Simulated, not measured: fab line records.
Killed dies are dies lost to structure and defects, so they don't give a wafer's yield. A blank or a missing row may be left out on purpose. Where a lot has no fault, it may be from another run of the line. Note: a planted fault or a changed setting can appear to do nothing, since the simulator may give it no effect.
Which of the tools did it? | flow nand-harc | 6 lots with 18 wafers sampled at 2 steps, on a route of 1159 steps

WHAT EACH GAUGE READ, for each wafer
NHARC_P_CONTACT_INSPECT_14.
lot  | measured     | on                | raw-defect-count
L124 | day 5 21:53  | defect-inspect-01 | 7 6 5
L129 | day 7 02:21  | defect-inspect-02 | 4 3 2
L133 | day 7 23:01  | defect-inspect-02 | 0 4 4
L134 | day 8 20:27  | defect-inspect-01 | 6 3 4
L135 | day 8 22:44  | defect-inspect-01 | 2 0 3
L142 | day 10 10:22 | defect-inspect-01 | 4 3 2

EACH LOT AND THE TOOL THAT RAN IT (in order: tool; ch and the chambers of the sampled wafers; start)
lot  | NHARC_P_GATE_DEGAS_109
L124 | pvd-sputter-02, day 5 19:05
L129 | pvd-sputter-01, day 6 23:28
L133 | pvd-sputter-03, day 7 20:08
L134 | pvd-sputter-03, day 8 17:45
L135 | pvd-sputter-02, day 8 20:01
L142 | pvd-sputter-01, day 10 07:34
- NHARC_P_GATE_DEGAS_109: time 60 s.

THE ANSWER, worked out from the rows above alone
Rule: the usual values come from the lots themselves. The widest of any qualifying gaps counts: lots, ordered by their means at a reading, are off when they make up no more than a third of the lots, leave a main group of 4 or more, and stand apart from it by 3 or more times the standard deviation of that group's means. If all means in a main group match to the digits the tables above print for the reading, that group is not used. A lot without any number at a reading at which 4 lots or more have one is off too. Where the step has rows for the other lots, those lots are counted as sound.
None of the lots is off at any reading shown; this tells nothing.

WHAT THE SIMULATOR HAD INSERTED
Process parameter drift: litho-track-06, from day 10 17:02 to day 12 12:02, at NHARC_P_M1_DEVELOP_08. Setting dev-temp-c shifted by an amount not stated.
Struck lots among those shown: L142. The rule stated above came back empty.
